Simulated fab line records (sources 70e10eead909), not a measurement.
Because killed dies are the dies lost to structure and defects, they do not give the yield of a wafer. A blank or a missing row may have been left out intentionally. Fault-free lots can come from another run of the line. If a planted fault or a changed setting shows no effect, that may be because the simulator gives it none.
Comparing a struck lot with a sound one | flow nand-harc | 40 steps out of a route of 1302
Sound: wafers L528.2, L528.5, L528.6. Struck: wafers L539.3, L539.5. (L539.1 of the same lot was not struck and is left out.) The cause comes at the end.
Per side, at each step with rows, come the tool, then ch with its chambers, and then its first start. Under that, the readings that differ: sound wafers | struck wafers | difference of the means | sigmas: that difference in standard deviations of wafers without a fault.
alike: a reading whose means differ by less than 2 such deviations, as well as words and numbers matching on both sides. not compared: withheld readings; readings where some wafer has no value; bounds like >300 that might hide an equal value; numbers whose values overlap and for which the record gives no deviation.
The two part at a step that has a row with sigmas, a row that says differs or no value, or rows on one side only. Non-overlapping numbers with no deviation appear without sigmas and do not part them. A reading that every wafer of one side lacks parts them only if that side has two wafers or more.

NHARC_A_BONDPAD_OVL_MEAS_35:
  sound: overlay-02 at day 23 01:33; struck: overlay-01 at day 28 12:30
  reading           | sound   | struck | difference | sigmas
  overlay-x-nm (nm) | -1 -1 0 | 10 10  | +11        | +2
  alike: overlay-y-nm
then, 3 steps without rows for these wafers: NHARC_A_BONDPAD_HARDBAKE_10 (time 65 s); NHARC_A_BONDPAD_DESCUM_11 (chemistry O2, time 3 s); NHARC_A_BONDPAD_ETCH_34 (etches the open film in N2/H2, target depth 60 nm, overetch 18 nm, time 65.91 s).
NHARC_A_BONDPAD_ETCH_12: etches the open film in CHF3/O2, target depth 220 nm, time 110 s.
  sound on rie-diel-12 ch 1,2,3; struck on rie-diel-12 ch 1,3
  alike: drypump-motor-current-A, oes-product-au, rf-vpp-V, showerhead-plenum-p-Torr, throttle-valve-pct
  not compared: rf-hours-counter-h
NHARC_A_BONDPAD_CD_MEAS_13:
  sound: cd-sem-02 at day 23 02:02; struck: cd-sem-03 at day 28 12:56
  alike: cd-nm
then, 6 steps without rows for these wafers: NHARC_A_BONDPAD_STRIP_15 (strips in O2); NHARC_A_BONDPAD_ETCH_24 (etches the open film in CF4/N2, target depth 30 nm, time 72.99 s); NHARC_A_BONDPAD_STRIP_16 (strips in post etch residue remover, time 600 s); NHARC_A_BONDPAD_DEGAS_25 (time 60 s); NHARC_A_BONDPAD_PRE_CLEAN_26 (time 30 s); NHARC_A_BONDPAD_PVD_17 (deposits TaN, target thk 5 nm, time 8.06 s).
NHARC_A_BONDPAD_PVD_27: deposits Cu, target thk 30 nm, time 20.49 s.
  sound: pvd-sputter-01 at day 23 03:01; struck: pvd-sputter-03 at day 28 13:47
  alike: throttle-valve-pct
then, 1 step without rows for these wafers: NHARC_A_BONDPAD_ECD_18 (material Cu, target thk 400 nm).
NHARC_A_BONDPAD_ANNEAL_28: time 90 s.
  sound on rtp-anneal-01 ch 0, day 23 03:33; struck on rtp-anneal-02 ch 0, day 28 14:18
  alike: wafer_temp_C_max
then, 2 steps without rows for these wafers: NHARC_A_BONDPAD_CMP_19 (polishes, t overpolish 30 s, cu recess touch 16 s, target thk 169.82 nm); NHARC_A_BONDPAD_SRD_21 (time 30 s, dry time 20 s).
NHARC_A_BONDPAD_INSPECT_23:
  sound: defect-inspect-01 at day 23 04:23; struck: defect-inspect-02 at day 28 15:10
  alike: raw-defect-count
NHARC_HYBRID_BOND_ACTIVATE_00: chemistry N2, time 60 s.
  the record has rows for the sound wafers here (rie-diel-01 ch 0,1,2, day 23 04:28) and none for the struck ones
then, 4 steps without rows for these wafers: NHARC_HYBRID_BOND_PRECLEAN_01 (cleans in DIW, time 300 s); NHARC_HYBRID_BOND_SRD_02 (time 30 s, dry time 20 s); NHARC_HYBRID_BOND_BOND_03; NHARC_HYBRID_BOND_ANNEAL_04 (time 7200 s).
NHARC_HYBRID_BOND_OVL_MEAS_05:
  the record has rows for the sound wafers here (overlay-02, day 23 12:44) and none for the struck ones
NHARC_HYBRID_BOND_INSPECT_06: inspects for defects (ir void).
  the record has rows for the sound wafers here (defect-inspect-01, day 23 12:47) and none for the struck ones
NHARC_THIN_TSV_GRIND_00:
  the record has rows for the sound wafers here (grinder-01 ch 0, day 23 13:08) and none for the struck ones
NHARC_THIN_TSV_CMP_01: polishes.
  the record has rows for the sound wafers here (cmp-02 ch 0,1, day 23 14:11) and none for the struck ones
NHARC_THIN_TSV_THK_MEAS_02: measures by ir.
  the record has rows for the sound wafers here (film-metro-02, day 23 14:26) and none for the struck ones
then, 11 steps without rows for these wafers: NHARC_THIN_TSV_SRD_03; NHARC_THIN_TSV_PRECLEAN_41 (cleans in SC1); NHARC_THIN_TSV_SRD_42; NHARC_THIN_TSV_DEP_43 (deposits SiO2, target thk 1328.5 nm); NHARC_THIN_TSV_DEHYDRATE_04 (time 120 s); NHARC_THIN_TSV_HMDS_05 (time 30 s); NHARC_THIN_TSV_COAT_06; NHARC_THIN_TSV_SOFTBAKE_07 (time 95 s); NHARC_THIN_TSV_EBR_08; NHARC_THIN_TSV_EXPOSE_09 (exposes mask TSV); NHARC_THIN_TSV_PEB_10 (peb time 85 s).
NHARC_END_SORT_01:
  sound on prober-02 ch 0, day 24 09:16; struck on prober-01 ch 0, day 29 20:03
  reading                  | sound    | struck  | difference | sigmas
  defect-limited-yield (%) | 89 88 87 | 0 1     | -88        | -28
  killed-at-array          | 69 73 80 | 664 670 | +593       | +28
  killed-dies              | 77 84 88 | 674 672 | +590       | +28
  alike: killed-at-other, killed-at-periphery, killed-open, killed-short

WHERE THEY PART
First at NHARC_A_BONDPAD_OVL_MEAS_35; last, within this record, at NHARC_END_SORT_01.

WHY: whatever the simulator had introduced
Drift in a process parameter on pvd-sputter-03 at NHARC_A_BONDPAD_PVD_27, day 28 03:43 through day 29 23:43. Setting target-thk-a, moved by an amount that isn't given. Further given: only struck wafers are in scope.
